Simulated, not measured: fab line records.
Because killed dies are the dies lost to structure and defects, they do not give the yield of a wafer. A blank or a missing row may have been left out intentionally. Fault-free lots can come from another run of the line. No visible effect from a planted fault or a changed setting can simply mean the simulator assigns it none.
The tool behind it: which one? -- flow n5_finfet -- 27 wafers from 9 lots sampled at 6 of the route's 1938 steps

== WHAT EACH GAUGE READ, for each wafer ==
N5_BEOL_M4_RC_MEAS_101. Usual: DIBL_N 36.3 mV/V, standard deviation 1.2; DIBL_P 36.3 mV/V, standard deviation 1.4; IOFF_N 0.160 nA/um, standard deviation 0.02; IOFF_P 0.210 nA/um, standard deviation 0.025; ION_N 675 uA/um, standard deviation 9.5; ION_P 462 uA/um, standard deviation 7; SS_N 71.5 mV/dec, standard deviation 0.53; SS_P 73.4 mV/dec, standard deviation 0.55; VT_N 249.5 mV, standard deviation 2.6; VT_P -250.1 mV, standard deviation 2.9.
lot,measured,on,DIBL_N (mV/V),DIBL_P (mV/V),IOFF_N (nA/um),IOFF_P (nA/um),ION_N (uA/um),ION_P (uA/um),SS_N (mV/dec),SS_P (mV/dec),VT_N (mV),VT_P (mV),flag
L331,day 9 03:32,prober-01,36.1 35.3 34.3,36.3 35.3 34.0,0.164 0.164 0.140,0.226 0.217 0.194,678 682 667,466 462 458,71.2 71.3 70.9,72.9 73.2 73.2,249.9 249.6 252.4,-248.1 -246.8 -250.2,
L336,day 10 02:20,prober-02,36.7 36.0 35.7,37.4 36.1 35.6,0.178 0.155 0.147,0.258 0.236 0.217,679 667 668,466 460 460,71.6 71.6 71.5,74.1 73.8 73.6,245.1 250.2 247.7,-243.4 -246.4 -246.2,
L344,day 13 02:29,prober-01,37.2 37.8 37.4,37.4 37.3 37.1,0.169 0.180 0.168,0.239 0.244 0.236,684 679 679,459 466 470,72.5 72.3 71.8,73.6 73.9 72.7,247.4 245.2 250.2,-250.6 -247.5 -246.4,
L350,day 15 02:38,prober-01,38.0 35.9 35.7,38.8 35.7 35.6,0.173 0.131 0.134,0.213 0.184 0.183,667 659 650,454 449 449,71.4 70.8 71.6,73.9 73.0 72.8,249.4 253.3 253.9,-251.8 -254.3 -253.9,
L352,day 15 08:37,prober-01,36.0 35.2 35.2,36.6 35.6 35.0,0.165 0.144 0.141,0.215 0.190 0.183,682 674 679,462 462 466,71.3 70.7 71.6,73.0 73.1 73.3,247.6 250.9 252.5,-251.8 -250.1 -251.1,
L353,day 16 03:17,prober-02,35.3 34.8 34.6,36.4 34.8 35.8,0.154 0.143 0.151,0.208 0.183 0.206,679 683 691,472 466 466,71.6 70.8 71.3,72.7 72.7 72.1,247.8 248.7 250.1,-249.9 -250.5 -247.9,

== WHAT TOOL EACH LOT RAN ON (gives the tool, then ch and the chambers of the sampled wafers, and finally the start) ==
lot,N5_BEOL_M0_ETCH_128,N5_BEOL_M0_PRE_CLEAN_113,N5_BEOL_M0_CVD_115,N5_BEOL_M0_SPUTTER_134,N5_BEOL_M0_CMP_120
L331,"rie_diel-06 ch 2,3, day 5 19:36","pvd_sputter-02, day 5 20:15","cvd_co-02 ch 0,2, day 5 20:46","pvd_sputter-02, day 5 22:22","cmp-01 ch 0,1,2, day 5 22:59"
L336,"rie_diel-05 ch 0,1,2, day 7 04:12","pvd_sputter-01, day 7 07:08","cvd_co-01 ch 0,1,2, day 7 07:31","pvd_sputter-03, day 7 07:52","cmp-02 ch 0,2,3, day 7 08:38"
L344,"rie_diel-05 ch 0,1, day 9 03:16","pvd_sputter-01, day 9 03:55","cvd_co-01 ch 0,1,2, day 9 04:23","pvd_sputter-01, day 9 04:58","cmp-02 ch 0,1, day 9 05:37"
L345,"rie_diel-06 ch 0,1,3, day 9 08:29","pvd_sputter-03, day 9 09:20","cvd_co-01 ch 1,2, day 9 09:51","pvd_sputter-03, day 9 10:13","cmp-02 ch 0,2,3, day 9 10:50"
L346,"rie_diel-06 ch 1,2,3, day 9 14:36","pvd_sputter-02, day 9 15:16","cvd_co-02 ch 0,1, day 9 15:53","pvd_sputter-01, day 9 16:34","cmp-01 ch 0,3, day 9 17:20"
L347,"rie_diel-06 ch 1,2,3, day 10 07:17","pvd_sputter-03, day 10 08:25","cvd_co-01 ch 0,1, day 10 09:04","pvd_sputter-01, day 10 09:29","cmp-04 ch 1,2, day 10 10:18"
L350,"rie_diel-06 ch 0,2, day 10 20:02","pvd_sputter-03, day 10 20:30","cvd_co-02 ch 0,1,2, day 10 21:02","pvd_sputter-01, day 10 21:24","cmp-01 ch 1,2, day 10 23:03"
L352,"rie_diel-05 ch 0,3, day 11 03:17","pvd_sputter-01, day 11 04:36","cvd_co-02 ch 0,1, day 11 05:06","pvd_sputter-03, day 11 05:34","cmp-02 ch 1,2,3, day 11 06:17"
L353,"rie_diel-05 ch 0,1, day 11 18:41","pvd_sputter-01, day 11 19:31","cvd_co-02 ch 0,1, day 11 19:58","pvd_sputter-01, day 11 20:25","cmp-04 ch 1,2,3, day 11 21:02"
- N5_BEOL_M0_ETCH_128: etches SiCN in CF4/N2, target depth 12 nm, overetch 5.1 nm, time 21.4 s.
- N5_BEOL_M0_PRE_CLEAN_113: time 30 s.
- N5_BEOL_M0_CVD_115: deposits Co from CCTBA/H2, time 120 s.
- N5_BEOL_M0_SPUTTER_134: material Cu, target thk 4 nm, time 7.37 s.
- N5_BEOL_M0_CMP_120: polishes, stops on SiOC, t overpolish 6.9 s.

== AS READ BY THE TOOLS THEMSELVES (means over the sampled wafers that have a number; for cases with no such wafer, the mark the record gives instead) ==
N5_BEOL_M0_ETCH_128. Usual: for chamber_pressure_mTorr, 40.00 mTorr with a standard deviation of 0.034; for drypump_motor_current_A, 5.49 A with a standard deviation of 0.24; for mfc_ar_sccm, 99.98 sccm with a standard deviation of 0.29; for oes_product_au, 0.53 a.u. with a standard deviation of 0.045; for rf_vpp_V, 382.2 V with a standard deviation of 1.6; for showerhead_plenum_p_Torr, 2.21 Torr with a standard deviation of 0.06; for throttle_valve_pct, 15.40 % with a standard deviation of 0.23.
lot,tool,chamber_pressure_mTorr (mTorr),drypump_motor_current_A (A),mfc_ar_sccm (sccm),oes_product_au (a.u.),rf_vpp_V (V),showerhead_plenum_p_Torr (Torr),throttle_valve_pct (%),flag
L331,rie_diel-06,40.00,5.29,99.91,0.53,382.5,2.21,15.30,
L336,rie_diel-05,40.01,5.51,99.71,0.51,383.8,2.25,15.58,
L344,rie_diel-05,40.01,5.39,100.23,0.60,384.9,2.27,15.41,
L345,rie_diel-06,39.98,5.58,100.38,0.53,382.2,2.18,15.40,
L346,rie_diel-06,40.02,5.49,100.16,0.51,381.9,2.21,15.28,
L347,rie_diel-06,39.99,5.48,99.94,0.52,382.3,2.21,15.30,
L350,rie_diel-06,39.98,5.34,100.08,0.49,381.8,2.16,15.41,
L352,rie_diel-05,40.02,5.28,99.84,0.53,383.0,2.27,15.62,
L353,rie_diel-05,39.95,5.28,100.18,0.54,383.3,2.27,15.62,

N5_BEOL_M0_PRE_CLEAN_113. Usual: 314 W for heater_power_w, sd 48.
lot,tool,heater_power_w (W),flag
L331,pvd_sputter-02,321,
L336,pvd_sputter-01,322,
L344,pvd_sputter-01,319,
L345,pvd_sputter-03,281,
L346,pvd_sputter-02,321,
L347,pvd_sputter-03,266,
L350,pvd_sputter-03,305,
L352,pvd_sputter-01,287,
L353,pvd_sputter-01,295,

N5_BEOL_M0_CVD_115. Usual: chamber_pressure_Torr 30.00 Torr, standard deviation 0.065; run_length_s 142.7 s, standard deviation 0.39.
lot,tool,chamber_pressure_Torr (Torr),run_length_s (s),flag
L331,cvd_co-02,29.91,142.3,
L336,cvd_co-01,30.02,142.5,
L344,cvd_co-01,30.01,142.7,
L345,cvd_co-01,-,-,OFF
L346,cvd_co-02,-,-,OFF
L347,cvd_co-01,-,-,OFF
L350,cvd_co-02,29.98,142.5,
L352,cvd_co-02,29.97,142.7,
L353,cvd_co-02,30.03,142.8,

N5_BEOL_M0_SPUTTER_134. Usual: 30.3 % for throttle_valve_pct, sd 1.5.
lot,tool,throttle_valve_pct (%),flag
L331,pvd_sputter-02,30.3,
L336,pvd_sputter-03,30.1,
L344,pvd_sputter-01,29.0,
L345,pvd_sputter-03,30.1,
L346,pvd_sputter-01,30.1,
L347,pvd_sputter-01,32.0,
L350,pvd_sputter-01,29.3,
L352,pvd_sputter-03,31.6,
L353,pvd_sputter-01,30.3,

N5_BEOL_M0_CMP_120. Usual: barrier_field_endpoint_s 3.67 s, standard deviation 0.1; edge_zone_pressure_frac 1.000, standard deviation 0.0047; motor_current_A 6.0 A, standard deviation 0.39.
lot,tool,barrier_field_endpoint_s (s),edge_zone_pressure_frac,motor_current_A (A),flag
L331,cmp-01,3.63,1.001,5.9,
L336,cmp-02,3.84,0.999,5.8,
L344,cmp-02,3.71,1.005,5.7,
L345,cmp-02,1.81,1.000,5.7,OFF
L346,cmp-01,1.77,1.000,6.0,OFF
L347,cmp-04,1.84,1.004,6.1,OFF
L350,cmp-01,3.77,1.000,6.3,
L352,cmp-02,3.63,0.999,5.7,
L353,cmp-04,3.59,1.002,6.4,

== THE ANSWER, worked out from the rows above alone ==
Rule: lot off if the mean of its wafers having a number is beyond 3 standard deviations from the usual mean. A lot without any number at a reading at which 4 lots or more have one is off too. Where the step has rows for the other lots, those lots are counted as sound. The gauges are gone through in route order, then the tools' own readings, and for those a lot's mean is taken as printed above. At the first step where some lot is off, the reading lying furthest off is the one used; lots without a number count as furthest.
Off, at N5_BEOL_M0_CVD_115 on chamber_pressure_Torr: L345, L346, L347. Without a number there: L345, L346, L347.
If a tool, at that step or one of the process steps before it, ran each lot that is off and ran no sound lot following the first of them, it fits. Of those tried, none fits.

== WHAT WAS PUT IN BY THE SIMULATOR ==
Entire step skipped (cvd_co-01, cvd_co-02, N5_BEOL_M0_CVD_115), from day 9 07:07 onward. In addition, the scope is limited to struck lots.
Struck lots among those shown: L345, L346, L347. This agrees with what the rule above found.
